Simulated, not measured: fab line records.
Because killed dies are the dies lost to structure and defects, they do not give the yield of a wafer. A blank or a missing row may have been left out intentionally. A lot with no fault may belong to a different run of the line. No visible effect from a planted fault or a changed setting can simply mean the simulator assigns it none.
Matching of chambers + flow nand_harc + rie_diel-11 running NHARC_A_SGD_CUT_ETCHBACK_24: 4 sister chambers
The step etches the open film in CH3F/O2, target depth 50 nm, time 92.857 s. 20 wafers are shown with their chamber, then 10 later ones without.

== EACH WAFER AND ITS CHAMBER ==
| wafer  | chamber | drypump_motor_current_A (A) | rf_vpp_V (V) | o2_flow_sccm (sccm) |
|--------|---------|-----------------------------|--------------|---------------------|
| L075.2 | 1       | 5.90                        | 246.4        | 29.98               |
| L075.5 | 3       | 5.43                        | 244.8        | 29.97               |
| L075.6 | 2       | 5.19                        | 244.7        | 30.00               |
| L076.1 | 2       | 5.13                        | 245.1        | 30.02               |
| L076.2 | 1       | 5.90                        | 245.3        | 30.03               |
| L076.3 | 3       | 5.42                        | 242.8        | 29.75               |
| L076.4 | 0       | 5.64                        | 242.5        | 30.16               |
| L076.5 | 2       | 5.16                        | 244.7        | 29.99               |
| L076.6 | 1       | 5.90                        | 245.1        | 30.14               |
| L077.1 | 1       | 5.83                        | 246.3        | 29.93               |
| L077.3 | 3       | 5.44                        | 244.1        | 29.84               |
| L077.5 | 3       | 5.42                        | 243.4        | 29.93               |
| L079.2 | 0       | 5.68                        | 243.6        | 30.04               |
| L079.3 | 3       | 5.43                        | 244.6        | 29.87               |
| L079.4 | 2       | 5.16                        | 243.9        | 29.96               |
| L086.2 | 0       | 5.68                        | 242.8        | 29.94               |
| L086.4 | 2       | 5.19                        | 243.4        | 30.00               |
| L086.5 | 3       | 5.43                        | 244.2        | 30.09               |
| L090.1 | 0       | 5.67                        | 241.9        | 30.07               |
| L090.4 | 1       | 5.87                        | 244.8        | 30.13               |

SIGNATURES (averages over the wafers above)
| reading                 | chamber 0 | chamber 1 | chamber 2 | chamber 3 | scatter within a chamber |
|-------------------------|-----------|-----------|-----------|-----------|--------------------------|
| drypump_motor_current_A | 5.6675    | 5.8800    | 5.1660    | 5.4283    | 0.0219                   |
| rf_vpp_V                | 242.700   | 245.580   | 244.360   | 243.983   | 0.723                    |
| o2_flow_sccm            | 30.0525   | 30.0420   | 29.9940   | 29.9083   | 0.0898                   |
Rule: for a wafer and a chamber, the distance is found by dividing, reading by reading, the gap between the wafer's reading and the chamber's mean by the reading's scatter, squaring, summing and taking the root. The wafer belongs to the nearest chamber; if the next one is less than 2 further off, it can't be placed. The scatter: the root of (the sum of the squares of (reading less its chamber's mean) over the shown wafers, divided by (wafers less chambers)).

== WAFERS WITHOUT THEIR CHAMBER ==
| wafer  | drypump_motor_current_A (A) | rf_vpp_V (V) | o2_flow_sccm (sccm) |
|--------|-----------------------------|--------------|---------------------|
| L090.6 | 5.41                        | 244.9        | 30.09               |
| L092.2 | 5.46                        | 243.5        | 29.80               |
| L092.4 | 5.68                        | 244.1        | 30.04               |
| L092.5 | 5.68                        | 242.7        | 30.04               |
| L095.1 | 5.67                        | 243.7        | 29.96               |
| L095.3 | 5.20                        | 244.8        | 29.96               |
| L095.6 | 5.90                        | 245.7        | 29.88               |
| L096.1 | 5.38                        | 243.6        | 29.94               |
| L096.4 | 5.16                        | 245.0        | 29.98               |
| L096.6 | 5.16                        | 245.2        | 29.94               |

== THE CHAMBER EACH PASSED THROUGH ==
| wafer  | from the rows above | in truth |
|--------|---------------------|----------|
| L090.6 | 3                   | 3        |
| L092.2 | 3                   | 3        |
| L092.4 | 0                   | 0        |
| L092.5 | 0                   | 0        |
| L095.1 | 0                   | 0        |
| L095.3 | 2                   | 2        |
| L095.6 | 1                   | 1        |
| L096.1 | 3                   | 3        |
| L096.4 | 2                   | 2        |
| L096.6 | 2                   | 2        |
Placed correctly: 10 of 10. Not placeable from these rows: 0. 0 placed wrongly.
